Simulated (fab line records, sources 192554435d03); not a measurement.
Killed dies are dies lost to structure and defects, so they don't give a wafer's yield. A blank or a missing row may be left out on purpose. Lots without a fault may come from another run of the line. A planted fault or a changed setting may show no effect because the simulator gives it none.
Chamber matching | flow n5_finfet | N5_BEOL_M10_DEP_56 on pecvd-02: 3 sister chambers
The step deposits SiCN from 3MS/NH3, target thk 15 nm, time 26.5 s. 3 wafers are shown with their chamber, then 7 later ones without.

WAFERS WITH THEIR CHAMBER
wafer  | chamber | throttle_valve_pct (%)
L089.2 | 2       | 8.5
L093.2 | 1       | 9.3
L093.5 | 0       | 8.9

WAFERS WITHOUT THEIR CHAMBER
wafer  | throttle_valve_pct (%)
L093.6 | 8.5
L096.2 | 8.7
L096.3 | 9.4
L096.4 | 8.6
L097.1 | 9.0
L097.2 | 8.6
L097.6 | 8.6

WHICH CHAMBER EACH WENT THROUGH
wafer  | from the rows above     | in truth
L093.6 | 2                       | 2
L096.2 | can't be placed: 2 or 0 | 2
L096.3 | 1                       | 1
L096.4 | can't be placed: 2 or 0 | 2
L097.1 | can't be placed: 0 or 1 | 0
L097.2 | can't be placed: 2 or 0 | 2
L097.6 | can't be placed: 2 or 0 | 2
Placed correctly: 2 of 7. Can't be placed from these rows: 5 (the true chamber is among the candidates in 5). Placed wrongly: 0.
How it was worked out, from the rows above alone: a wafer's distance from a chamber is the root of the sum, over the readings, of the square of ((its reading less the chamber's mean) divided by the reading's scatter). The wafer belongs to the nearest chamber; if the next one is less than 2 further off, it can't be placed. A chamber's mean is the mean of its shown wafers. The scatter: with one shown wafer a chamber, the root of the mean of the squares of how far each hidden wafer lies from its nearest shown one.
